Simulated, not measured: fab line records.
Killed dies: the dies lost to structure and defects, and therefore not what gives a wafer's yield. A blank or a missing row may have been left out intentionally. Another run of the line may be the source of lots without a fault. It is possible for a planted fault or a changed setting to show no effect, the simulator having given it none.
fab line records    flow n5-finfet
record: lots: 5  wafers: 15  last-day: 17
route steps=1938 shown BEOL_M4@1108 BEOL_M5@1112
lots untouched by any fault: they come from a run of this same line in which no faults occurred
start-h: the number of hours between the record's first day and the start of the first shown wafer of the lot    wait-h: how many hours have passed since the lot's step before this one    " same as the row above    L1.1+2: a row that stands for several wafers    - either no value or no given start    * or withheld: withheld    < > ~ a bound
route shown NAME@n: NAME is a module with steps in the file, n the number in the route of the first one    usual: mean/standard deviation taken from wafers without a fault    same: alike in all rows    chamber/n: place in a boat    sites: each site's reading    _std_site: how widely they spread, as a standard deviation    _edge_site: inner sites' mean taken away from outer sites' mean    radius-mm: for every site, how far away it sits from the centre of the wafer    mask NAME#n: copy n    behind: the most recent tool/chamber to have shaped the wafer    hold: what put the lot on hold/how long, in hours/how the hold closed    device: names the non-switching transistor (n, p or np)    end of line: the same wafers' tests at the end of the route    where a step has no rows: the recipe by itself    killed: not the wafer's yield, but the dies lost to structure and defects at the first sort    map: shows each die of a wafer: x if killed, . if not, _ if none is there
set.NAME: setting as actually run; set.NAME@STEP: the setting as run at that earlier step    model.NAME: the simulator's own value behind a step, which no gauge read
lots seen at some steps along the route; tables by step, rows by wafer
services: when a tool's chamber went out of use (start-h, in hours from the record's first day, below 0 if earlier), for how many hours, and the reason
== steps ==
step: N5_BEOL_M4_DEP_57
recipe: material: SiCN  target-thk-a: 80  temp-c: withheld  precursor: 3MS/NH3  pressure-torr: 3  rf-w: 202  time-s: 14
usual: showerhead-plenum-p-Torr: 3.670/0.01  throttle-valve-pct: 8.8/0.56
lot.wafer  tool      chamber  start-h  wait-h  showerhead-plenum-p-Torr  throttle-valve-pct
L079.1     pecvd-03  1        206.07   0.0     3.682                     9.1
L079.5     "         2        "        "       3.667                     8.9
L079.6     "         1        "        "       3.684                     9.0
L082.3     pecvd-02  0        209.90   0.0     3.653                     9.1
L082.4     "         2        "        "       3.664                     8.1
L082.5     "         1        "        "       3.677                     9.7
L085.2     pecvd-03  0        250.58   0.0     3.677                     9.2
L085.3     "         1        "        "       3.698                     9.3
L085.6     "         1        "        "       3.686                     9.1
L095.1     pecvd-04  0        313.50   0.0     3.671                     9.2
L095.3     "         1        "        "       3.678                     9.1
L095.6     "         1        "        "       3.677                     8.9
L097.1     pecvd-04  2        316.11   0.0     3.668                     8.2
L097.4     "         1        "        "       3.679                     8.9
L097.6     "         2        "        "       3.674                     8.0
step: N5_BEOL_M4_RS_MEAS_58
recipe: thk-meas-gauge: four-point-probe  reads: Co_of_BEOL_M4_CO_CAP_55+Cu_of_BEOL_M4_ECD_50+Co_of_BEOL_M4_CVD_47+TaN_of_BEOL_M4_ALD_84
usual: M4_RS: 0.66/0.032
lot.wafer  tool           chamber  start-h  wait-h  M4_RS[ohm/sq]
L079.1     film-metro-01  -        206.14   0.0     0.66
L079.5     "              -        "        "       0.70
L079.6     "              -        "        "       0.65
L082.3     film-metro-02  -        209.97   0.1     0.70
L082.4     "              -        "        "       0.70
L082.5     "              -        "        "       0.66
L085.2     film-metro-02  -        250.66   0.1     0.62
L085.3     "              -        "        "       0.66
L085.6     "              -        "        "       0.68
L095.1     film-metro-02  -        313.57   0.0     0.65
L095.3     "              -        "        "       0.69
L095.6     "              -        "        "       0.63
L097.1     film-metro-02  -        316.18   0.0     0.65
L097.4     "              -        "        "       0.68
L097.6     "              -        "        "       0.71
step: N5_BEOL_M4_INSPECT_59
recipe: inspect-instrument: darkfield  mode: post-dep
usual: raw-defect-count: 73/21
lot.wafer  tool               chamber  start-h  wait-h  raw-defect-count
L079.1     defect-inspect-02  -        206.16   0.0     66
L079.5     "                  -        "        "       32
L079.6     "                  -        "        "       63
L082.3     defect-inspect-02  -        210.00   0.0     62
L082.4     "                  -        "        "       66
L082.5     "                  -        "        "       54
L085.2     defect-inspect-02  -        250.69   0.0     79
L085.3     "                  -        "        "       74
L085.6     "                  -        "        "       94
L095.1     defect-inspect-01  -        313.59   0.0     66
L095.3     "                  -        "        "       68
L095.6     "                  -        "        "       89
L097.1     defect-inspect-01  -        316.20   0.0     92
L097.4     "                  -        "        "       96
L097.6     "                  -        "        "       103
step: N5_BEOL_M4_RC_MEAS_101
usual: DIBL_N: 36.0/1.7  DIBL_P: 36.2/2.3  IOFF_N: 0.16/0.03  IOFF_P: 0.21/0.036  ION_N: 679/11  ION_P: 465/7.1  SS_N: 71.4/0.58  SS_P: 73.3/0.75  VT_N: 249/3.1  VT_P: -251/3.5
lot.wafer  tool       chamber  start-h  wait-h  DIBL_N[mV/V]  DIBL_P[mV/V]  IOFF_N[nA/um]  IOFF_P[nA/um]  ION_N[uA/um]  ION_P[uA/um]  SS_N[mV/dec]  SS_P[mV/dec]  VT_N[mV]  VT_P[mV]
L079.1     prober-02  0        206.19   0.0     36.3          35.2          0.15           0.18           668           458           71.0          73.9          249       -252
L079.5     "          0        "        "       36.2          35.1          0.15           0.19           675           465           70.8          73.2          250       -251
L079.6     "          0        "        "       35.5          34.5          0.13           0.17           673           454           70.7          73.2          253       -253
L082.3     prober-01  0        210.33   0.3     36.4          38.3          0.15           0.16           678           454           72.6          73.9          251       -258
L082.4     "          0        "        "       35.8          37.4          0.14           0.16           681           459           71.4          74.0          253       -260
L082.5     "          0        "        "       35.2          36.3          0.13           0.14           671           443           72.1          73.5          254       -262
L085.2     prober-01  0        250.87   0.2     34.0          34.2          0.14           0.19           671           466           70.7          72.8          249       -251
L085.3     "          0        "        "       35.5          36.3          0.17           0.23           691           473           72.0          73.1          246       -251
L085.6     "          0        "        "       34.0          33.4          0.14           0.19           664           460           71.7          72.7          250       -252
L095.1     prober-01  0        313.62   0.0     38.6          37.5          0.18           0.24           684           469           71.9          73.9          246       -247
L095.3     "          0        "        "       37.3          36.1          0.18           0.21           706           474           71.2          73.2          247       -251
L095.6     "          0        "        "       36.4          35.1          0.15           0.20           687           461           70.8          73.6          247       -250
L097.1     prober-01  0        316.23   0.0     35.8          36.5          0.16           0.20           687           467           71.9          73.4          248       -253
L097.4     "          0        "        "       39.2          39.4          0.20           0.24           691           462           72.5          74.7          247       -251
L097.6     "          0        "        "       34.0          33.5          0.12           0.16           667           455           71.1          72.7          251       -255
step: N5_BEOL_M5_ILD_DEP_00
recipe: material: SiCOH_lowk  target-thk-a: 1406.4  temp-c: 300  precursor: DEMS/porogen  pressure-torr: 5  rf-w: 500  time-s: 25.9
usual: heater-power-w: 307/43  showerhead-plenum-p-Torr: 5.737/0.015  throttle-valve-pct: 13.6/0.88
lot.wafer  tool      chamber  start-h  wait-h  heater-power-w  showerhead-plenum-p-Torr  throttle-valve-pct
L079.1     pecvd-01  1        207.15   0.8     267             5.722                     14.9
L079.5     "         0        "        "       325             5.740                     13.2
L079.6     "         1        "        "       270             5.717                     14.9
L082.3     pecvd-04  1        210.99   0.5     323             5.763                     13.8
L082.4     "         0        "        "       302             5.736                     14.6
L082.5     "         2        "        "       254             5.738                     12.1
L085.2     pecvd-02  0        251.67   0.7     258             5.744                     13.8
L085.3     "         1        "        "       274             5.739                     14.4
L085.6     "         2        "        "       249             5.733                     12.5
L095.1     pecvd-04  2        314.58   0.8     306             5.735                     12.8
L095.3     "         0        "        "       337             5.730                     14.1
L095.6     "         0        "        "       346             5.722                     14.5
L097.1     pecvd-01  0        317.19   0.8     348             5.728                     13.6
L097.4     "         2        "        "       397             5.717                     13.0
L097.6     "         0        "        "       351             5.737                     13.4
step: N5_BEOL_M5_CURE_79
recipe: temp-c: 385  time-s: 240  ambient: He/Ar  material: SiCOH_lowk
usual: lamp-power-pct: 52.31/0.057  wafer_temp_C_max: 387.2/0.63
lot.wafer  tool        chamber  start-h  wait-h  lamp-power-pct  wafer_temp_C_max
L079.1     uv-cure-03  0        207.23   0.1     52.25           386.5
L079.5     "           0        "        "       52.27           387.1
L079.6     "           0        "        "       52.29           387.4
L082.3     uv-cure-01  0        211.22   0.2     52.39           387.3
L082.4     "           0        "        "       52.29           387.8
L082.5     "           0        "        "       52.42           387.7
L085.2     uv-cure-03  2        252.11   0.4     52.31           386.9
L085.3     "           2        "        "       52.32           386.9
L085.6     "           2        "        "       52.48           386.7
L095.1     uv-cure-02  2        314.64   0.0     52.28           387.3
L095.3     "           2        "        "       52.35           386.1
L095.6     "           2        "        "       52.25           386.8
L097.1     uv-cure-02  2        317.25   0.0     52.29           386.6
L097.4     "           2        "        "       52.25           386.8
L097.6     "           2        "        "       52.23           386.7
step: N5_BEOL_M5_THK_MEAS_01
recipe: reads: SiCOH_lowk_of_BEOL_M5_ILD_DEP_00
usual: M5_ILD_THK: 121.2/1.7
lot.wafer  tool           chamber  start-h  wait-h  M5_ILD_THK[nm]
L079.1     film-metro-02  -        207.74   0.4     118.5
L079.5     "              -        "        "       120.5
L079.6     "              -        "        "       120.7
L082.3     film-metro-02  -        211.57   0.3     122.0
L082.4     "              -        "        "       123.7
L082.5     "              -        "        "       122.8
L085.2     film-metro-02  -        252.54   0.4     118.1
L085.3     "              -        "        "       119.4
L085.6     "              -        "        "       120.5
L095.1     film-metro-02  -        315.15   0.4     119.5
L095.3     "              -        "        "       121.5
L095.6     "              -        "        "       123.5
L097.1     film-metro-02  -        317.76   0.4     118.0
L097.4     "              -        "        "       124.2
L097.6     "              -        "        "       118.7
step: N5_BEOL_M5_PECVD_70
recipe: material: SiO2  target-thk-a: 160  temp-c: 400  precursor: TEOS/O2  pressure-torr: 5.5  rf-w: 450  teos-flow-sccm: 53.8  gas: O2  flow-sccm: 3000  time-s: 18
usual: heater-power-w: 731/78  showerhead-plenum-p-Torr: 8.77/0.072  throttle-valve-pct: 22.0/1.4
lot.wafer  tool      chamber  start-h  wait-h  heater-power-w  showerhead-plenum-p-Torr  throttle-valve-pct
L079.1     pecvd-02  0        207.78   0.0     654             8.74                      22.0
L079.5     "         2        "        "       691             8.77                      20.0
L079.6     "         1        "        "       667             8.83                      23.3
L082.3     pecvd-02  1        211.60   0.0     682             8.82                      23.6
L082.4     "         2        "        "       591             8.78                      20.0
L082.5     "         1        "        "       679             8.82                      23.2
L085.2     pecvd-01  1        252.58   0.0     636             8.65                      24.3
L085.3     "         2        "        "       822             8.68                      21.4
L085.6     "         2        "        "       811             8.69                      21.4
L095.1     pecvd-01  0        315.19   0.0     783             8.74                      21.4
L095.3     "         2        "        "       817             8.69                      21.4
L095.6     "         1        "        "       670             8.66                      24.2
L097.1     pecvd-04  2        317.80   0.0     602             8.81                      20.1
L097.4     "         1        "        "       809             8.87                      22.1
L097.6     "         0        "        "       833             8.76                      23.3
step: N5_BEOL_M5_HM_DEP_02
recipe: material: TiN  target-thk-a: 200  temp-c: 25  chamber-pressure-pa: 0.49996
usual: throttle-valve-pct: 30.8/0.85
lot.wafer  tool            chamber  start-h  wait-h  throttle-valve-pct
L079.1     pvd-sputter-01  -        209.49   1.7     30.2
L079.5     "               -        "        "       29.6
L079.6     "               -        "        "       30.4
L082.3     pvd-sputter-03  -        212.93   1.3     30.5
L082.4     "               -        "        "       30.8
L082.5     "               -        "        "       30.6
L085.2     pvd-sputter-01  -        254.83   2.2     29.7
L085.3     "               -        "        "       29.5
L085.6     "               -        "        "       29.7
L095.1     pvd-sputter-03  -        315.61   0.4     32.1
L095.3     "               -        "        "       30.2
L095.6     "               -        "        "       30.7
L097.1     pvd-sputter-02  -        319.46   1.6     30.7
L097.4     "               -        "        "       29.5
L097.6     "               -        "        "       31.2
step: N5_BEOL_M5_COAT_59
recipe: resist: SOC  temp-c: 250  time-s: 60  spin-rpm: 1500  resist-thk-nm: 60
usual: exhaust-pa: 44.9/0.85  resist-line-temp-C: 22.99/0.1
lot.wafer  tool            chamber  start-h  wait-h  exhaust-pa  resist-line-temp-C
L079.1     litho-track-04  0        209.62   0.1     45.1        23.11
L079.5     "               0        "        "       44.8        23.15
L079.6     "               0        "        "       44.3        22.98
L082.3     litho-track-05  0        213.06   0.1     45.0        23.03
L082.4     "               0        "        "       44.5        23.12
L082.5     "               0        "        "       46.2        23.06
L085.2     litho-track-05  0        254.96   0.1     45.1        22.91
L085.3     "               0        "        "       44.7        22.89
L085.6     "               0        "        "       44.4        22.85
L095.1     litho-track-05  0        315.73   0.1     43.2        23.06
L095.3     "               0        "        "       43.8        23.02
L095.6     "               0        "        "       44.3        23.08
L097.1     litho-track-05  0        319.59   0.1     46.1        22.78
L097.4     "               0        "        "       47.3        22.88
L097.6     "               0        "        "       46.1        22.85
step: N5_BEOL_M5_COAT_60
recipe: resist: SiARC  temp-c: 220  time-s: 60  spin-rpm: 1500  resist-thk-nm: 12
usual: exhaust-pa: 44.9/0.9  resist-line-temp-C: 23.01/0.096
lot.wafer  tool            chamber  start-h  wait-h  exhaust-pa  resist-line-temp-C
L079.1     litho-track-04  0        -        -       45.6        23.14
L079.5     "               0        "        "       46.1        23.04
L079.6     "               0        "        "       45.7        23.25
L082.3     litho-track-05  0        -        -       45.2        22.95
L082.4     "               0        "        "       45.0        22.94
L082.5     "               0        "        "       45.1        23.08
L085.2     litho-track-05  0        -        -       46.4        23.07
L085.3     "               0        "        "       46.1        22.96
L085.6     "               0        "        "       44.9        22.88
L095.1     litho-track-05  0        -        -       46.2        23.01
L095.3     "               0        "        "       45.9        22.95
L095.6     "               0        "        "       44.5        22.87
L097.1     litho-track-05  0        -        -       44.9        22.97
L097.4     "               0        "        "       44.9        23.05
L097.6     "               0        "        "       44.6        23.07
step: N5_BEOL_M5_COAT_71
recipe: resist: underlayer  temp-c: 205  time-s: 60  spin-rpm: 1500  resist-thk-nm: 5
usual: exhaust-pa: 45.1/0.83  resist-line-temp-C: 23.00/0.1
lot.wafer  tool            chamber  start-h  wait-h  exhaust-pa  resist-line-temp-C
L079.1     litho-track-04  0        -        -       44.7        22.85
L079.5     "               0        "        "       45.5        22.95
L079.6     "               0        "        "       45.5        22.80
L082.3     litho-track-05  0        -        -       45.4        23.11
L082.4     "               0        "        "       42.7        23.22
L082.5     "               0        "        "       43.9        23.07
L085.2     litho-track-05  0        -        -       43.9        23.02
L085.3     "               0        "        "       44.5        23.03
L085.6     "               0        "        "       45.5        23.01
L095.1     litho-track-05  0        -        -       46.3        23.01
L095.3     "               0        "        "       45.8        23.15
L095.6     "               0        "        "       45.0        23.13
L097.1     litho-track-05  0        -        -       45.4        22.87
L097.4     "               0        "        "       45.6        22.94
L097.6     "               0        "        "       46.1        22.85
step: N5_BEOL_M5_COAT_05
recipe: resist: CAR-EUV  spin-rpm: 1500  resist-thk-nm: 30
usual: exhaust-pa: 45.1/0.86  resist-line-temp-C: 23.00/0.1
lot.wafer  tool            chamber  start-h  wait-h  exhaust-pa  resist-line-temp-C
L079.1     litho-track-04  0        -        -       45.2        22.85
L079.5     "               0        "        "       44.8        22.90
L079.6     "               0        "        "       44.7        23.01
L082.3     litho-track-05  0        -        -       45.4        23.00
L082.4     "               0        "        "       45.4        23.04
L082.5     "               0        "        "       44.7        23.07
L085.2     litho-track-05  0        -        -       45.9        23.04
L085.3     "               0        "        "       46.5        23.05
L085.6     "               0        "        "       45.4        23.02
L095.1     litho-track-05  0        -        -       46.7        22.91
L095.3     "               0        "        "       45.8        23.04
L095.6     "               0        "        "       44.1        23.05
L097.1     litho-track-05  0        -        -       44.4        22.94
L097.4     "               0        "        "       45.0        23.01
L097.6     "               0        "        "       44.8        22.92
step: N5_BEOL_M5_EBR_07
recipe: solvent: PGMEA  ebr-width-mm: 1.5
usual: exhaust-pa: 44.8/0.94  resist-line-temp-C: 22.99/0.11
lot.wafer  tool            chamber  start-h  wait-h  exhaust-pa  resist-line-temp-C
L079.1     litho-track-04  0        -        -       44.7        23.13
L079.5     "               0        "        "       45.0        23.19
L079.6     "               0        "        "       45.2        22.99
L082.3     litho-track-05  0        -        -       46.0        22.89
L082.4     "               0        "        "       44.2        23.13
L082.5     "               0        "        "       43.2        23.06
L085.2     litho-track-05  0        -        -       45.2        23.08
L085.3     "               0        "        "       45.6        23.09
L085.6     "               0        "        "       44.6        23.02
L095.1     litho-track-05  0        -        -       44.2        23.07
L095.3     "               0        "        "       44.8        23.11
L095.6     "               0        "        "       43.7        22.96
L097.1     litho-track-05  0        -        -       45.1        22.86
L097.4     "               0        "        "       45.5        23.06
L097.6     "               0        "        "       46.6        23.04
step: N5_BEOL_M5_SOFTBAKE_06
recipe: temp-c: 110  time-s: 60  resist: CAR-EUV
usual: exhaust-pa: 45.0/0.96  resist-line-temp-C: 22.99/0.099
lot.wafer  tool            chamber  start-h  wait-h  exhaust-pa  resist-line-temp-C
L079.1     litho-track-04  0        -        -       44.3        23.01
L079.5     "               0        "        "       43.9        23.05
L079.6     "               0        "        "       45.6        22.90
L082.3     litho-track-05  0        -        -       44.7        23.05
L082.4     "               0        "        "       43.5        22.85
L082.5     "               0        "        "       44.6        23.01
L085.2     litho-track-05  0        -        -       44.8        23.04
L085.3     "               0        "        "       43.8        23.13
L085.6     "               0        "        "       44.9        23.02
L095.1     litho-track-05  0        -        -       45.0        22.95
L095.3     "               0        "        "       44.1        23.02
L095.6     "               0        "        "       43.5        22.85
L097.1     litho-track-05  0        -        -       45.1        22.93
L097.4     "               0        "        "       45.3        23.05
L097.6     "               0        "        "       44.8        22.97
step: N5_BEOL_M5_EXPOSE_08
recipe: mask-id: M5  na: 0.33  source-shape: annular  sigma-inner: 0.4  sigma-outer: 0.8  polarization: unpolarized  target-cd-nm: 28  dose-mj: 35.75
lot.wafer   tool            chamber  start-h  wait-h  mask
L079.1+5+6  euv-scanner-02  0        209.88   -       M5#0
L082.3+4+5  euv-scanner-02  0        213.21   -       M5#0
L085.2+3+6  euv-scanner-02  0        255.12   -       M5#0
L095.1+3+6  euv-scanner-01  0        316.00   -       M5#0
L097.1+4+6  euv-scanner-01  0        319.73   -       M5#0
step: N5_BEOL_M5_PEB_09
recipe: peb-temp-c: 100  peb-time-s: 60  resist: CAR-EUV
usual: exhaust-pa: 45.1/0.92  resist-line-temp-C: 22.99/0.11
lot.wafer  tool            chamber  start-h  wait-h  exhaust-pa  resist-line-temp-C
L079.1     litho-track-04  0        209.94   0.1     44.2        23.05
L079.5     "               0        "        "       45.0        22.95
L079.6     "               0        "        "       45.9        23.03
L082.3     litho-track-04  0        213.26   0.0     43.8        22.94
L082.4     "               0        "        "       45.1        23.06
L082.5     "               0        "        "       44.8        22.99
L085.2     litho-track-04  0        255.18   0.0     45.8        22.93
L085.3     "               0        "        "       43.8        23.04
L085.6     "               0        "        "       43.7        22.96
L095.1     litho-track-03  0        316.06   0.1     45.3        23.02
L095.3     "               0        "        "       45.4        23.21
L095.6     "               0        "        "       43.9        22.95
L097.1     litho-track-05  0        319.79   0.1     44.4        22.94
L097.4     "               0        "        "       46.1        23.06
L097.6     "               0        "        "       45.9        22.76
step: N5_BEOL_M5_DEVELOP_10
recipe: develop-time-s: 30  developer: TMAH  resist: CAR-EUV  rinse-liquid: surfactant-rinse  dry: air-spin  dev-temp-c: 23
usual: exhaust-pa: 45.3/0.85  resist-line-temp-C: 22.99/0.099
lot.wafer  tool            chamber  start-h  wait-h  exhaust-pa  resist-line-temp-C
L079.1     litho-track-04  0        -        -       45.7        22.96
L079.5     "               0        "        "       44.5        23.06
L079.6     "               0        "        "       46.2        23.02
L082.3     litho-track-04  0        -        -       45.3        22.88
L082.4     "               0        "        "       44.6        23.03
L082.5     "               0        "        "       44.7        23.02
L085.2     litho-track-04  0        -        -       44.8        22.87
L085.3     "               0        "        "       44.6        22.97
L085.6     "               0        "        "       44.3        22.92
L095.1     litho-track-03  0        -        -       46.6        23.13
L095.3     "               0        "        "       45.2        23.01
L095.6     "               0        "        "       44.8        23.09
L097.1     litho-track-05  0        -        -       45.2        23.05
L097.4     "               0        "        "       44.6        23.03
L097.6     "               0        "        "       45.0        23.10
step: N5_BEOL_M5_CD_MEAS_11
recipe: target-cd-nm: 27.74  landing-energy-ev: 500  detector: se-inlens
usual: cd-nm: 28.01/0.24
same: landing-energy-ev: 500
lot.wafer  tool       chamber  start-h  wait-h  cd-nm
L079.1     cd-sem-03  0        210.01   -       28.17
L079.5     "          0        "        "       27.90
L079.6     "          0        "        "       27.89
L082.3     cd-sem-02  0        213.33   -       28.15
L082.4     "          0        "        "       28.36
L082.5     "          0        "        "       28.36
L085.2     cd-sem-03  0        255.25   -       28.27
L085.3     "          0        "        "       27.90
L085.6     "          0        "        "       27.53
L095.1     cd-sem-03  0        316.12   -       27.96
L095.3     "          0        "        "       27.95
L095.6     "          0        "        "       27.54
L097.1     cd-sem-03  0        319.85   -       28.03
L097.4     "          0        "        "       28.02
L097.6     "          0        "        "       27.90
step: N5_BEOL_M5_OVL_MEAS_12
recipe: points-per-wafer: 522
usual: M5_OVL: -0.6/0.61
lot.wafer  tool        chamber  start-h  wait-h  M5_OVL[nm]
L079.1     overlay-01  0        210.04   0.0     -1.0
L079.5     "           0        "        "       -1.0
L079.6     "           0        "        "       -1.1
L082.3     overlay-02  0        213.37   0.0     -0.3
L082.4     "           0        "        "       0.0
L082.5     "           0        "        "       -1.2
L085.2     overlay-01  0        255.28   0.0     -1.1
L085.3     "           0        "        "       -0.1
L085.6     "           0        "        "       -0.5
L095.1     overlay-01  0        316.15   0.0     -0.7
L095.3     "           0        "        "       -0.8
L095.6     "           0        "        "       -0.3
L097.1     overlay-01  0        319.88   0.0     -0.7
L097.4     "           0        "        "       -1.5
L097.6     "           0        "        "       -1.2
step: N5_BEOL_M5_INSPECT_13
recipe: mode: adi  inspect-instrument: brightfield
usual: raw-defect-count: 436/110
lot.wafer  tool               chamber  start-h  wait-h  raw-defect-count
L079.1     defect-inspect-02  -        210.11   0.1     441
L079.5     "                  -        "        "       575
L079.6     "                  -        "        "       434
L082.3     defect-inspect-02  -        213.42   0.0     607
L082.4     "                  -        "        "       644
L082.5     "                  -        "        "       517
L085.2     defect-inspect-01  -        255.34   0.0     506
L085.3     "                  -        "        "       541
L085.6     "                  -        "        "       400
L095.1     defect-inspect-02  -        316.21   0.1     366
L095.3     "                  -        "        "       402
L095.6     "                  -        "        "       383
L097.1     defect-inspect-02  -        319.94   0.1     503
L097.4     "                  -        "        "       367
L097.6     "                  -        "        "       493
step: N5_BEOL_M5_DESCUM_16
recipe: chemistry: O2  time-s: 7  source-power-w: 50  bias-power-w: 20  pressure-mtorr: 20  rf-frequency-hz: 2.712e+07  temp-c: 40  resist: CAR-EUV  o2-flow-sccm: 225
usual: bias-power-w: 20.00/0.065  drypump-motor-current-A: 5.8/0.42  oes-product-au: 0.80/0.081  rf-vpp-V: 242.9/1.5  showerhead-plenum-p-Torr: 2.08/0.08  throttle-valve-pct: 20.47/0.25
lot.wafer  tool         chamber  start-h  wait-h  bias-power-w  drypump-motor-current-A  oes-product-au  rf-hours-counter-h  rf-vpp-V  showerhead-plenum-p-Torr  throttle-valve-pct
L079.1     rie-diel-03  0        210.14   0.0     20.05         5.4                      0.71            195                 242.1     2.10                      21.03
L079.5     "            3        "        "       20.11         6.3                      0.80            -                   244.7     2.19                      20.45
L079.6     "            0        "        "       20.00         5.4                      0.71            -                   242.2     2.10                      21.01
L082.3     rie-diel-04  0        213.86   0.4     19.92         6.4                      0.77            126                 240.2     1.93                      20.55
L082.4     "            2        "        "       20.08         5.5                      0.95            9                   244.1     2.17                      20.49
L082.5     "            1        "        "       19.97         6.2                      0.79            -                   243.9     2.09                      20.22
L085.2     rie-diel-04  1        255.42   0.1     20.04         6.2                      0.78            121                 243.0     2.08                      20.24
L085.3     "            0        "        "       19.94         6.4                      0.76            136                 240.9     1.93                      20.57
L085.6     "            0        "        "       19.98         6.4                      0.76            -                   241.6     1.93                      20.57
L095.1     rie-diel-02  3        316.25   0.0     20.00         5.5                      0.70            204                 242.3     2.08                      20.60
L095.3     "            2        "        "       20.06         5.8                      0.96            11                  242.4     2.04                      20.01
L095.6     "            0        "        "       19.92         5.0                      0.74            -                   239.6     1.91                      20.61
L097.1     rie-diel-03  1        319.98   0.0     19.86         5.8                      0.88            41                  244.1     2.13                      20.33
L097.4     "            2        "        "       20.01         5.7                      0.80            97                  243.8     2.11                      20.43
L097.6     "            2        "        "       19.94         5.7                      0.81            -                   243.9     2.11                      20.43
step: N5_BEOL_M5_ETCH_72
recipe: chemistry: N2/H2  target: underlayer  target-depth-a: 65  mask-material: CAR-EUV  time-s: 5.2  ion-energy-ev: 200  pressure-mtorr: 30  source-w: 840  bias-w: 150  n2-flow-sccm: 200  h2-flow-sccm: 200  ends: cleared
usual: drypump-motor-current-A: 5.8/0.42  etch-rf-on-time-s: 5.19/0.1  oes-product-au: 0.68/0.064  rf-vpp-V: 523/3  showerhead-plenum-p-Torr: 2.53/0.095  throttle-valve-pct: 17.88/0.2
lot.wafer  tool         chamber  start-h  wait-h  drypump-motor-current-A  etch-rf-on-time-s  oes-product-au  rf-hours-counter-h  rf-vpp-V  showerhead-plenum-p-Torr  throttle-valve-pct
L079.1     rie-diel-03  0        210.17   0.0     5.4                      5.26               0.61            195                 525       2.52                      18.33
L079.5     "            3        "        "       6.3                      5.30               0.68            -                   529       2.66                      17.81
L079.6     "            0        "        "       5.4                      5.25               0.61            -                   524       2.52                      18.32
L082.3     rie-diel-04  0        213.89   0.0     6.4                      5.21               0.65            126                 518       2.34                      17.90
L082.4     "            2        "        "       5.5                      5.19               0.80            9                   525       2.59                      17.64
L082.5     "            1        "        "       6.2                      5.02               0.68            -                   526       2.56                      17.82
L085.2     rie-diel-04  1        255.46   0.0     6.2                      5.01               0.67            121                 523       2.56                      17.81
L085.3     "            0        "        "       6.4                      5.36               0.64            136                 516       2.34                      17.90
L085.6     "            0        "        "       6.4                      5.39               0.65            -                   517       2.34                      17.91
L095.1     rie-diel-02  3        316.28   0.0     5.5                      5.21               0.59            204                 522       2.51                      17.90
L095.3     "            2        "        "       5.8                      5.09               0.82            11                  525       2.51                      17.58
L095.6     "            0        "        "       5.0                      5.20               0.64            -                   518       2.34                      18.08
L097.1     rie-diel-03  1        320.01   0.0     5.8                      4.99               0.76            41                  527       2.60                      17.86
L097.4     "            2        "        "       5.7                      5.22               0.69            97                  524       2.56                      17.89
L097.6     "            2        "        "       5.7                      5.24               0.69            -                   525       2.56                      17.90
== services ==
tool            chamber  start-h  hours  kind
rie-diel-02     -        197.02   0.7    repair
pecvd-01        -        200.16   2.8    pm
euv-scanner-01  -        200.66   1.0    pm
rie-diel-02     1        204.40   10.7   repair
euv-scanner-01  -        217.55   1.8    repair
uv-cure-03      -        218.91   0.2    repair
euv-scanner-02  -        219.86   6.2    pm
euv-scanner-02  -        226.11   1.0    pm
uv-cure-02      -        226.71   2.1    pm
euv-scanner-01  -        231.52   4.6    pm
rie-diel-03     0        239.43   7.2    repair
euv-scanner-01  -        245.38   5.8    pm
uv-cure-03      -        247.27   2.1    pm
uv-cure-01      -        250.39   7.5    pm
euv-scanner-01  -        256.81   1.0    pm
uv-cure-03      -        258.70   7.5    pm
pecvd-01        -        258.95   5.1    repair
rie-diel-02     0        259.82   6.2    repair
rie-diel-04     2        277.56   5.6    repair
euv-scanner-02  -        279.13   1.0    pm
pecvd-04        1        287.77   1.9    repair
euv-scanner-01  -        312.96   1.0    pm
euv-scanner-02  -        314.21   0.9    repair
pecvd-02        -        316.12   14.6   pm
== key ==
fault none
